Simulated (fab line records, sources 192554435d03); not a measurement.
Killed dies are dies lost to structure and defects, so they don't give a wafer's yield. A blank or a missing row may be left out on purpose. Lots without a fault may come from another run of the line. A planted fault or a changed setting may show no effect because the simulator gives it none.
Chamber matching | flow n5_finfet | N5_BEOL_M0_SAQP_ETCH_106 on rie_diel-06: 4 sister chambers
The step etches SOC in N2/H2, stops on SiNx, target depth 150 nm. 7 wafers are shown with their chamber, then 7 later ones without.

WAFERS WITH THEIR CHAMBER
wafer  | chamber | throttle_valve_pct (%) | drypump_motor_current_A (A)
L076.1 | 2       | 18.31                  | 5.34
L085.3 | 3       | 17.66                  | 5.85
L086.4 | 1       | 17.95                  | 5.67
L089.2 | 3       | 17.64                  | 5.89
L089.6 | 0       | 17.64                  | 5.56
L090.1 | 0       | 17.64                  | 5.56
L090.2 | 1       | 17.97                  | 5.65

WAFERS WITHOUT THEIR CHAMBER
wafer  | throttle_valve_pct (%) | drypump_motor_current_A (A)
L090.4 | 17.65                  | 5.89
L094.1 | 17.98                  | 5.64
L094.3 | 17.65                  | 5.58
L094.5 | 17.96                  | 5.64
L095.4 | 17.99                  | 5.67
L095.5 | 17.67                  | 5.90
L095.6 | 17.67                  | 5.57

WHICH CHAMBER EACH WENT THROUGH
wafer  | from the rows above | in truth
L090.4 | 3                   | 3
L094.1 | 1                   | 1
L094.3 | 0                   | 0
L094.5 | 1                   | 1
L095.4 | 1                   | 1
L095.5 | 3                   | 3
L095.6 | 0                   | 0
Placed correctly: 7 of 7. Can't be placed from these rows: 0. Placed wrongly: 0.
How it was worked out, from the rows above alone: a wafer's distance from a chamber is the root of the sum, over the readings, of the square of ((its reading less the chamber's mean) divided by the reading's scatter). The wafer belongs to the nearest chamber; if the next one is less than 2 further off, it can't be placed. A chamber's mean is the mean of its shown wafers. The scatter: the root of (the sum of the squares of (reading less its chamber's mean) over the shown wafers, divided by (wafers less chambers)).
